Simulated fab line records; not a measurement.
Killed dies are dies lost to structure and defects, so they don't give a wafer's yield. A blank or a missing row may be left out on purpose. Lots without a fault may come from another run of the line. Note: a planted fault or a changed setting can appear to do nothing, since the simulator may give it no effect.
fab line records	flow nand_harc
[record] lots = 7	wafers = 21	last_day = 25
route steps=1159 shown A_BLC@976
lots with no fault: from the same line, run without faults
start_h: the number of hours between the record's first day and the start of the first shown wafer of the lot	wait_h: hours from the lot's prior step to this one	" the same as in the row above	L1.1+2: a single row standing in for several wafers	- value missing, or start not given	* or withheld: withheld	< > ~ a bound
route shown NAME@n: NAME is a module with steps in the file, n the number in the route of the first one	usual: average and standard deviation across the fault-free wafers	same: alike in all rows	chamber/n: place in a boat	sites: the reading at each site	_std_site: standard deviation of those values	_edge_site: the outer-site mean with the inner-site mean subtracted	radius_mm: how far each site lies from the wafer's centre	mask NAME#n: copy n	behind: the last tool/chamber to shape the wafer	hold: what put the lot on hold/how long, in hours/how the hold closed	device: names the non-switching transistor (n, p or np)	end of line: tests run on the same wafers once the route is complete	a step given without rows: its recipe and nothing more	killed: dies lost to structure and defects at the first sort, not the wafer's yield	map: shows each die of a wafer: x if killed, . if not, _ if none is there
set.NAME: the setting the step ran with; set.NAME@STEP: the setting that earlier step ran with	model.NAME: the simulator's own value behind a step, which no gauge read
lots at selected steps of the route; one table per step, one row per wafer
services: the hour from which a tool's chamber was out of use, counted from the record's first day as start_h (under 0 if before that day), plus the number of hours and why
[[steps]]
[step NHARC_A_BLC_INSPECT_12]
[usual] raw_defect_count = 29/15
lot.wafer	tool	chamber	start_h	wait_h	raw_defect_count
L651.2	defect_inspect-02	-	414.94	0.0	29
L651.4	"	-	"	"	21
L651.5	"	-	"	"	20
L654.1	defect_inspect-01	-	443.24	0.0	23
L654.3	"	-	"	"	27
L654.4	"	-	"	"	19
L663.1	defect_inspect-01	-	516.41	0.0	34
L663.4	"	-	"	"	26
L663.6	"	-	"	"	26
L668.1	defect_inspect-02	-	529.53	0.0	36
L668.3	"	-	"	"	40
L668.6	"	-	"	"	46
L666.3	defect_inspect-02	-	537.38	0.0	37
L666.4	"	-	"	"	38
L666.6	"	-	"	"	31
L671.2	defect_inspect-02	-	538.13	0.0	13
L671.3	"	-	"	"	15
L671.6	"	-	"	"	20
L670.4	defect_inspect-02	-	538.28	0.0	15
L670.5	"	-	"	"	12
L670.6	"	-	"	"	15
[step NHARC_A_BLC_DESCUM_15]
[recipe] time_s = 3	o2_flow_sccm = 200	ar_flow_sccm = 0	bias_power_w = 0	chemistry = O2
[usual] drypump_motor_current_A = 5.8/0.37	oes_product_au = 1.004/0.009	rf_vpp_V = 57.8/0.88	showerhead_plenum_p_Torr = 1.91/0.1	throttle_valve_pct = 11.311/0.01
lot.wafer	tool	chamber	start_h	wait_h	drypump_motor_current_A	oes_product_au	rf_hours_counter_h	rf_vpp_V	showerhead_plenum_p_Torr	throttle_valve_pct
L651.2	rie_diel-02	0	415.00	0.1	5.5	0.987	9	57.6	1.93	11.323
L651.4	"	3	"	"	6.2	1.002	8	57.1	1.77	11.311
L651.5	"	1	"	"	6.1	1.010	-	57.5	1.80	11.308
L654.4	rie_diel-04	3	443.31	0.1	6.2	1.023	12	57.6	1.88	11.306
L654.1	"	0	"	"	5.7	0.994	12	57.9	2.04	11.322
L654.3	"	1	"	"	5.2	1.005	13	56.4	2.03	11.305
L663.1	rie_diel-04	0	516.47	0.1	5.7	1.011	4	57.1	2.04	11.297
L663.4	"	1	"	"	5.2	1.001	5	57.4	2.02	11.310
L663.6	"	0	"	"	5.7	1.011	-	57.7	2.04	11.303
L668.3	rie_diel-02	1	529.59	0.1	6.1	1.009	1	57.0	1.79	11.295
L668.1	"	3	"	"	6.2	0.999	1	56.8	1.77	11.299
L668.6	"	2	"	"	5.4	0.988	-	58.4	1.87	11.311
L666.4	rie_diel-02	3	537.44	0.1	6.1	1.003	1	58.2	1.77	11.305
L666.3	"	0	"	"	5.5	1.007	1	56.3	1.93	11.302
L666.6	"	3	"	"	6.1	1.000	-	57.8	1.77	11.316
L671.2	rie_diel-12	2	538.19	0.1	5.2	1.018	64	57.7	1.76	11.322
L671.3	"	3	"	"	6.1	1.012	48	58.0	1.97	11.310
L671.6	"	2	"	"	5.2	1.027	-	57.0	1.76	11.318
L670.4	rie_diel-04	1	538.35	0.1	5.2	0.991	6	57.9	2.02	11.304
L670.5	"	0	"	"	5.7	1.005	-	57.7	2.04	11.293
L670.6	"	1	"	"	5.3	1.001	-	58.7	2.02	11.300
[step NHARC_A_BLC_ETCH_16]
[recipe] target_depth_a = 390	over_etch_frac = 0.3	time_s = 65	ion_energy_ev = 80	cf4_flow_sccm = 150	ar_flow_sccm = 0	rf_w = 300	bias_w = 100	chemistry = CF4
[step NHARC_A_BLC_ETCH_17]
[recipe] target_depth_a = 3900	over_etch_frac = 0.25	time_s = 609.38	ion_energy_ev = 200	n2_flow_sccm = 150	h2_flow_sccm = 150	ar_flow_sccm = 0	rf_w = 400	bias_w = 150	chemistry = N2/H2
[usual] drypump_motor_current_A = 5.8/0.38	oes_product_au = 1.005/0.011	rf_vpp_V = 431/3.2	showerhead_plenum_p_Torr = 2.04/0.11	throttle_valve_pct = 14.171/0.0091
lot.wafer	tool	chamber	start_h	wait_h	drypump_motor_current_A	oes_product_au	rf_hours_counter_h	rf_vpp_V	showerhead_plenum_p_Torr	throttle_valve_pct
L651.4	rie_diel-02	0	-	-	5.5	0.991	9	431	2.06	14.173
L651.2	"	1	"	"	6.1	1.009	7	427	1.91	14.166
L651.5	"	2	"	"	5.4	0.998	-	429	2.00	14.177
L654.4	rie_diel-04	0	-	-	5.7	1.007	13	435	2.18	14.177
L654.1	"	2	"	"	5.8	0.996	12	434	2.20	14.184
L654.3	"	3	"	"	6.2	1.034	12	430	2.00	14.177
L663.1	rie_diel-04	1	-	-	5.2	1.019	5	435	2.16	14.171
L663.4	"	2	"	"	5.8	1.010	4	435	2.19	14.177
L663.6	"	1	"	"	5.2	1.008	-	435	2.16	14.172
L668.1	rie_diel-02	3	-	-	6.2	1.007	1	425	1.88	14.156
L668.3	"	0	"	"	5.5	1.002	1	432	2.06	14.152
L668.6	"	3	"	"	6.2	1.002	-	426	1.88	14.173
L666.4	rie_diel-02	2	-	-	5.3	0.985	2	430	2.00	14.181
L666.3	"	3	"	"	6.2	0.996	2	426	1.88	14.175
L666.6	"	2	"	"	5.4	0.987	-	429	2.00	14.170
L671.3	rie_diel-12	1	-	-	6.0	0.999	66	433	2.11	14.169
L671.2	"	3	"	"	6.1	1.026	48	434	2.10	14.194
L671.6	"	3	"	"	6.1	1.012	-	432	2.10	14.170
L670.4	rie_diel-04	2	-	-	5.8	1.012	6	435	2.19	14.185
L670.6	"	0	"	"	5.7	1.017	-	436	2.18	14.173
L670.5	"	1	"	"	5.2	1.003	-	434	2.16	14.183
[step NHARC_A_BLC_ETCH_18]
[recipe] target_depth_a = 9100	c4f8_flow_sccm = 20	o2_flow_sccm = 10	ar_flow_sccm = withheld	rf_w = 600	bias_w = 1500	chemistry = C4F8/O2/Ar
[usual] oes_product_au = 0.960/0.021	rf_vpp_V = 978/7.1
lot.wafer	tool	chamber	start_h	wait_h	oes_product_au	rf_hours_counter_h	rf_vpp_V
L651.2	rie_diel-02	1	-	-	0.958	7	971
L651.4	"	2	"	"	0.969	8	976
L651.5	"	2	"	"	0.973	-	975
L654.1	rie_diel-04	0	-	-	0.974	13	987
L654.4	"	1	"	"	0.981	13	986
L654.3	"	3	"	"	0.975	12	976
L663.1	rie_diel-04	3	-	-	0.989	5	976
L663.4	"	0	"	"	0.976	5	985
L663.6	"	2	"	"	0.994	-	987
L668.1	rie_diel-02	1	-	-	0.952	1	970
L668.3	"	2	"	"	0.953	1	976
L668.6	"	0	"	"	0.979	-	980
L666.3	rie_diel-02	0	-	-	0.967	2	979
L666.4	"	1	"	"	0.971	2	970
L666.6	"	0	"	"	0.965	-	980
L671.3	rie_diel-12	2	-	-	0.941	64	968
L671.2	"	1	"	"	0.940	66	983
L671.6	"	2	"	"	0.949	-	968
L670.4	rie_diel-04	0	-	-	0.966	6	988
L670.6	"	1	"	"	0.968	-	986
L670.5	"	2	"	"	0.985	-	989
[step NHARC_A_BLC_CD_MEAS_19]
[usual] cd_nm = 100.2/2.6
lot.wafer	tool	chamber	start_h	wait_h	cd_nm
L651.2	cd_sem-02	-	415.98	-	100.0
L651.4	"	-	"	"	104.0
L651.5	"	-	"	"	101.4
L654.1	cd_sem-01	-	444.27	-	101.8
L654.3	"	-	"	"	96.2
L654.4	"	-	"	"	100.7
L663.1	cd_sem-03	-	517.43	-	102.3
L663.4	"	-	"	"	101.8
L663.6	"	-	"	"	103.7
L668.1	cd_sem-01	-	530.56	-	96.3
L668.3	"	-	"	"	97.5
L668.6	"	-	"	"	99.1
L666.3	cd_sem-03	-	538.42	-	98.2
L666.4	"	-	"	"	97.0
L666.6	"	-	"	"	97.7
L671.2	cd_sem-03	-	539.34	-	103.3
L671.3	"	-	"	"	103.5
L671.6	"	-	"	"	102.5
L670.4	cd_sem-01	-	539.35	-	102.5
L670.5	"	-	"	"	105.2
L670.6	"	-	"	"	105.9
[step NHARC_A_BLC_STRIP_29]
[recipe] cf4_flow_sccm = 150	ar_flow_sccm = 0	bias_w = 0	chemistry = CF4
[usual] drypump_motor_current_A = 5.7/0.36	oes_product_au = 1.005/0.01	rf_vpp_V = 59.4/0.84	showerhead_plenum_p_Torr = 1.77/0.089	throttle_valve_pct = 13.284/0.0097
lot.wafer	tool	chamber	start_h	wait_h	drypump_motor_current_A	oes_product_au	rf_hours_counter_h	rf_vpp_V	showerhead_plenum_p_Torr	throttle_valve_pct
L651.4	rie_diel-04	0	416.07	0.1	5.7	1.002	10	60.6	1.88	13.272
L651.2	"	2	"	"	5.8	0.989	10	59.7	1.89	13.275
L651.5	"	0	"	"	5.7	0.994	-	59.9	1.88	13.289
L654.3	rie_diel-04	2	444.36	0.1	5.8	0.998	12	58.1	1.89	13.287
L654.4	"	3	"	"	6.2	1.013	12	59.3	1.74	13.276
L654.1	"	0	"	"	5.7	1.001	13	59.8	1.88	13.287
L663.1	rie_diel-02	2	517.52	0.1	5.3	0.993	0	59.1	1.73	13.272
L663.4	"	0	"	"	5.5	1.007	0	58.4	1.78	13.281
L663.6	"	2	"	"	5.4	0.997	-	58.7	1.73	13.273
L668.1	rie_diel-02	1	530.64	0.1	6.1	0.999	1	56.9	1.66	13.287
L668.3	"	2	"	"	5.4	0.990	1	60.1	1.73	13.290
L668.6	"	1	"	"	6.1	0.992	-	58.1	1.66	13.287
L666.4	rie_diel-04	2	538.49	0.1	5.8	1.017	5	59.3	1.89	13.264
L666.3	"	1	"	"	5.2	1.004	6	60.4	1.86	13.254
L666.6	"	3	"	"	6.2	1.014	-	59.1	1.74	13.289
L671.3	rie_diel-04	0	539.42	0.1	5.7	1.008	7	60.6	1.88	13.289
L671.2	"	2	"	"	5.8	1.011	6	59.5	1.89	13.266
L671.6	"	0	"	"	5.7	1.014	-	60.8	1.88	13.261
L670.6	rie_diel-12	3	539.47	0.1	6.1	1.016	-	59.3	1.82	13.285
L670.5	"	1	"	"	6.0	1.004	-	58.9	1.83	13.287
L670.4	"	2	"	"	5.2	1.011	-	58.6	1.63	13.291
[step NHARC_A_BLC_STRIP_21]
[recipe] o2_flow_sccm = 500	ar_flow_sccm = 0	bias_w = 0	chemistry = O2
[step NHARC_A_BLC_STRIP_22]
[recipe] time_s = 600	temp_c = 30	chemistry = post_etch_residue_remover
[step NHARC_A_BLC_DEGAS_30]
[recipe] temp_c = 300	time_s = 60
[step NHARC_A_BLC_PRE_CLEAN_31]
[recipe] time_s = 15	bias_v = 250	gas = Ar
[step NHARC_A_BLC_PVD_32]
[recipe] target_thk_a = 50	chamber_pressure_pa = 5	power_w = 5000	substrate_temp_c = 200	time_s = 17.7	material = Ti
[step NHARC_A_BLC_ALD_23]
[recipe] target_thk_a = 30	pulse_time_s = 1	ald_cycles = 150	temp_c = 450	material = TiN
[usual] ald_cycles = 150/0	heater_power_outer_w = 696/130	heater_power_w = 1090/150	precursor_pulse_height_rel = 0.998/0.021
lot.wafer	tool	chamber	start_h	wait_h	ald_cycles	heater_power_outer_w	heater_power_w	precursor_pulse_height_rel
L651.2	ald_metal-03	0	416.83	-	150	611	973	1.025
L651.4	"	2	"	"	150	886	1359	1.003
L651.5	"	1	"	"	150	746	1178	0.980
L654.1	ald_metal-03	2	445.12	-	150	906	1379	0.983
L654.4	"	3	"	"	150	783	1117	0.998
L654.3	"	1	"	"	150	730	1208	0.991
L663.4	ald_metal-03	3	518.29	-	73	750	1075	0.974
L663.1	"	1	"	"	73	721	1188	0.964
L663.6	"	0	"	"	73	589	970	0.975
L668.1	ald_metal-03	2	531.41	-	73	924	1344	1.005
L668.3	"	1	"	"	73	737	1170	0.994
L668.6	"	2	"	"	73	945	1332	0.962
L666.3	ald_metal-03	3	539.49	-	73	768	1068	0.974
L666.4	"	0	"	"	73	606	973	0.988
L666.6	"	0	"	"	73	597	992	1.005
L671.2	ald_metal-04	3	540.25	-	150	890	1327	0.957
L671.3	"	0	"	"	150	547	1026	0.988
L671.6	"	3	"	"	150	896	1335	0.984
L670.4	ald_metal-02	2	540.37	-	150	643	956	0.956
L670.6	"	3	"	"	150	681	990	1.011
L670.5	"	0	"	"	150	589	976	0.972
[step NHARC_A_BLC_CVD_24]
[recipe] target_thk_a = 1500	temp_c = 300	pressure_torr = 40	wf6_flow_sccm = 40	h2_flow_sccm = 1600	ar_flow_sccm = 1560	time_s = 434	material = W
[usual] chamber_pressure_Torr = 39.98/0.084	heater_power_outer_w = 246/28	heater_power_w = 451/62	throttle_valve_pct = 7.87/0.2
lot.wafer	tool	chamber	start_h	wait_h	chamber_pressure_Torr	heater_power_outer_w	heater_power_w	throttle_valve_pct
L651.2	cvd_w-02	0	-	-	40.06	281	502	7.54
L651.4	"	1	"	"	39.79	233	426	7.76
L651.5	"	0	"	"	39.98	272	518	7.72
L654.1	cvd_w-02	1	-	-	40.06	232	424	7.40
L654.4	"	0	"	"	40.00	276	502	7.59
L654.3	"	1	"	"	40.10	238	425	7.50
L663.1	cvd_w-02	1	-	-	39.90	237	416	7.74
L663.4	"	1	"	"	40.00	239	418	7.82
L663.6	"	1	"	"	39.95	238	435	7.84
L668.1	cvd_w-02	1	-	-	39.88	239	433	8.04
L668.3	"	0	"	"	40.13	266	523	7.71
L668.6	"	1	"	"	39.93	237	417	7.89
L666.3	cvd_w-02	1	-	-	39.95	231	423	7.93
L666.4	"	0	"	"	39.91	274	517	7.98
L666.6	"	1	"	"	39.94	238	438	7.85
L671.2	cvd_w-02	1	-	-	40.07	234	426	7.98
L671.3	"	0	"	"	40.05	279	510	7.91
L671.6	"	1	"	"	39.95	242	426	7.74
L670.4	cvd_w-02	0	-	-	39.89	267	517	7.80
L670.6	"	1	"	"	40.03	234	425	7.70
L670.5	"	0	"	"	39.91	273	522	7.82
[[services]]
tool	chamber	start_h	hours	kind
rie_diel-04	0	396.07	-	clean
rie_diel-04	1	396.07	-	clean
rie_diel-04	2	396.07	-	clean
rie_diel-04	3	396.07	-	clean
rie_diel-12	3	413.28	24.8	repair
rie_diel-04	2	417.78	2.6	repair
ald_metal-04	-	419.87	10.0	pm
rie_diel-04	0	420.57	-	clean
rie_diel-04	1	420.57	-	clean
rie_diel-04	2	420.57	-	clean
rie_diel-04	3	420.57	-	clean
rie_diel-04	2	428.72	7.5	repair
rie_diel-02	3	431.82	3.5	repair
ald_metal-03	-	443.49	0.2	repair
cvd_w-02	1	449.08	3.4	repair
rie_diel-12	3	451.21	7.5	repair
rie_diel-04	-	466.07	9.0	pm
ald_metal-02	-	486.41	0.8	repair
ald_metal-03	-	500.00	10.0	pm
rie_diel-02	-	505.34	9.0	pm
ald_metal-02	-	518.31	1.1	repair
rie_diel-12	0	528.89	10.7	repair
ald_metal-04	2	530.75	1.6	repair
ald_metal-02	-	542.00	10.0	pm
[[key]]
[first_sign] step = NHARC_A_BLC_ALD_23	reading = ald_cycles	direction = down	sigmas = 99+	usual = 150	struck = 73
effect none on later readings
met_at NHARC_A_BLC_ALD_23
struck_wafers L663.1,L663.4,L663.6,L666.3,L666.4,L666.6,L668.1,L668.3,L668.6
later_rows_left_out L663.1,L663.4,L663.6,L666.3,L666.4,L666.6,L668.1,L668.3,L668.6
sort_left_out L663.1,L663.4,L663.6,L666.3,L666.4,L666.6,L668.1,L668.3,L668.6
tester_left_out L663,L666,L668
onset_between 445.12 518.29
[fault] kind = process_parameter_drift	tool = ald_metal-03	chamber = -	onset_h = 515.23	steps = NHARC_A_BLC_ALD_23	channel = ald_cycles	offset = -77	shape = step	end_h = 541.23	acts_in = these_recipes_only	stated = 150
// tester_left_out: of these lots the tester's yield and bins aren't shown, on N5 and GAA mostly nor the transistor test; their killed dies are dies lost to structure and defects alone, not to doping, threshold or leakage, so they don't give the yield
// sort_left_out: the simulated sort isn't trusted on such a fault, so these wafers' sort isn't shown, and their yield isn't known
// later_rows_left_out: the simulator's readings of these wafers behind a module that went badly wrong aren't trusted and aren't shown, but for the sort
